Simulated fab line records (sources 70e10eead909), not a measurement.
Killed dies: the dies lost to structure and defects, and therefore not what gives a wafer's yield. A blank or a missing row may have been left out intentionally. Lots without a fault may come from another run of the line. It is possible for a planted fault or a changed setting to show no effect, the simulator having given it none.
Commonality check across tools :: flow nand harc :: 36 wafers sampled across 12 lots

## REASON FOR OPENING
Flagged at NHARC_P_M2_CD_MEAS_09: reading cd nm, on 2 of 12 lots. Wafers without a fault read 170.1 nm, standard deviation 0.51.
Rule: flag the lot when none of its wafers has a number, or when each of its wafers that has one lies beyond 4 standard deviations from that mean. As for the other lots, they are considered sound.

lot: L785
measured: day 6 12:23
on: cd sem-03
cd nm (nm), wafer by wafer: 170.3 170.3 170.0
flag: 

lot: L786
measured: day 6 13:49
on: cd sem-02
cd nm (nm), wafer by wafer: 169.7 169.5 169.8
flag: 

lot: L788
measured: day 7 14:50
on: cd sem-03
cd nm (nm), wafer by wafer: 169.7 169.9 170.2
flag: 

lot: L787
measured: day 7 17:06
on: cd sem-02
cd nm (nm), wafer by wafer: 169.7 170.0 169.6
flag: 

lot: L789
measured: day 8 04:28
on: cd sem-03
cd nm (nm), wafer by wafer: 170.5 169.5 170.0
flag: 

lot: L790
measured: day 8 13:29
on: cd sem-01
cd nm (nm), wafer by wafer: 169.8 169.7 169.2
flag: 

lot: L792
measured: day 9 12:48
on: cd sem-01
cd nm (nm), wafer by wafer: 170.1 170.0 169.3
flag: 

lot: L793
measured: day 9 13:22
on: cd sem-01
cd nm (nm), wafer by wafer: 169.7 170.7 170.2
flag: 

lot: L794
measured: day 10 02:16
on: cd sem-02
cd nm (nm), wafer by wafer: 169.5 169.9 169.7
flag: 

lot: L796
measured: day 10 22:01
on: cd sem-02
cd nm (nm), wafer by wafer: 170.9 170.4 170.4
flag: 

lot: L804
measured: day 14 07:52
on: cd sem-03
cd nm (nm), wafer by wafer: 181.7 182.0 182.2
flag: FLAGGED

lot: L807
measured: day 15 17:02
on: cd sem-02
cd nm (nm), wafer by wafer: 181.6 182.2 182.3
flag: FLAGGED
The numbers of the flagged lots are 182.0 nm on average: +11.9 nm against the usual, or +23 standard deviations.

## EACH LOT AND THE TOOL IT RAN ON
Before the reading, the record contains 2 process steps out of a 1302-step route. In each cell: the tool, then ch and the chambers that the sampled wafers went through, then the start.
lot: L785
flag: 
NHARC_P_M1_DEP_33: pecvd-03 ch 0,1,2, day 6 11:11
NHARC_P_M2_PEB_07: litho track-06 ch 0, day 6 12:19

lot: L786
flag: 
NHARC_P_M1_DEP_33: pecvd-02 ch 0,1,2, day 6 12:38
NHARC_P_M2_PEB_07: litho track-04 ch 0, day 6 13:44

lot: L788
flag: 
NHARC_P_M1_DEP_33: pecvd-01 ch 0,1, day 7 13:35
NHARC_P_M2_PEB_07: litho track-04 ch 0, day 7 14:46

lot: L787
flag: 
NHARC_P_M1_DEP_33: pecvd-03 ch 1,2, day 7 14:26
NHARC_P_M2_PEB_07: litho track-04 ch 0, day 7 17:01

lot: L789
flag: 
NHARC_P_M1_DEP_33: pecvd-02 ch 1,2, day 8 03:19
NHARC_P_M2_PEB_07: litho track-06 ch 0, day 8 04:23

lot: L790
flag: 
NHARC_P_M1_DEP_33: pecvd-02 ch 0,1,2, day 8 12:18
NHARC_P_M2_PEB_07: litho track-01 ch 0, day 8 13:24

lot: L792
flag: 
NHARC_P_M1_DEP_33: pecvd-01 ch 1,2, day 9 11:37
NHARC_P_M2_PEB_07: litho track-06 ch 0, day 9 12:43

lot: L793
flag: 
NHARC_P_M1_DEP_33: pecvd-01 ch 0,1,2, day 9 12:02
NHARC_P_M2_PEB_07: litho track-06 ch 0, day 9 13:17

lot: L794
flag: 
NHARC_P_M1_DEP_33: pecvd-01 ch 0,2, day 10 01:01
NHARC_P_M2_PEB_07: litho track-06 ch 0, day 10 02:12

lot: L796
flag: 
NHARC_P_M1_DEP_33: pecvd-03 ch 1,2, day 10 21:00
NHARC_P_M2_PEB_07: litho track-01 ch 0, day 10 21:56

lot: L804
flag: FLAGGED
NHARC_P_M1_DEP_33: pecvd-03 ch 0,1,2, day 14 06:38
NHARC_P_M2_PEB_07: litho track-04 ch 0, day 14 07:47

lot: L807
flag: FLAGGED
NHARC_P_M1_DEP_33: pecvd-02 ch 1,2, day 15 15:41
NHARC_P_M2_PEB_07: litho track-04 ch 0, day 15 16:56
What the steps here do:
- NHARC_P_M1_DEP_33: deposits SiCN, target thk 30 nm.
- NHARC_P_M2_PEB_07: peb time 65 s.
- NHARC_P_M2_CD_MEAS_09: target cd 170 nm.

## FLAGGED AGAINST TOTAL, ONE TOOL AT A TIME (gauges that did the reading follow at the end)
step: NHARC_P_M1_DEP_33
tool: pecvd-01
lots run: 4
flagged: 0
share of the flagged lots: none
sound lots run after its first flagged lot: -

step: NHARC_P_M1_DEP_33
tool: pecvd-02
lots run: 4
flagged: 1
share of the flagged lots: some
sound lots run after its first flagged lot: 0

step: NHARC_P_M1_DEP_33
tool: pecvd-03
lots run: 4
flagged: 1
share of the flagged lots: some
sound lots run after its first flagged lot: 0

step: NHARC_P_M2_PEB_07
tool: litho track-01
lots run: 2
flagged: 0
share of the flagged lots: none
sound lots run after its first flagged lot: -

step: NHARC_P_M2_PEB_07
tool: litho track-04
lots run: 5
flagged: 2
share of the flagged lots: all
sound lots run after its first flagged lot: 0

step: NHARC_P_M2_PEB_07
tool: litho track-06
lots run: 5
flagged: 0
share of the flagged lots: none
sound lots run after its first flagged lot: -

step: NHARC_P_M2_CD_MEAS_09
tool: cd sem-01
lots run: 3
flagged: 0
share of the flagged lots: none
sound lots run after its first flagged lot: -

step: NHARC_P_M2_CD_MEAS_09
tool: cd sem-02
lots run: 5
flagged: 1
share of the flagged lots: some
sound lots run after its first flagged lot: 0

step: NHARC_P_M2_CD_MEAS_09
tool: cd sem-03
lots run: 4
flagged: 1
share of the flagged lots: some
sound lots run after its first flagged lot: 0

## THE TABLE: WHAT IT ALLOWS
All flagged lots share 1 row of the table, namely litho track-04 at NHARC_P_M2_PEB_07.
- litho track-04 at NHARC_P_M2_PEB_07: 2 of its 5 lots flagged. It ran its last sound lot, L787, at day 7 17:01 and its first flagged lot, L804, at day 14 07:47: a fault with its onset between the two fits. Its own readings lie more than 4 standard deviations out on every wafer of the flagged lots: heater power total W, plate temp C.
One tool is left: litho track-04 at NHARC_P_M2_PEB_07.

## WHAT THE SIMULATOR PUT IN
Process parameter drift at NHARC_P_M2_PEB_07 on litho track-04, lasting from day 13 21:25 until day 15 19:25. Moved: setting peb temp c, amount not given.
Lots struck among those shown: L804, L807. The rule given above showed the same thing.
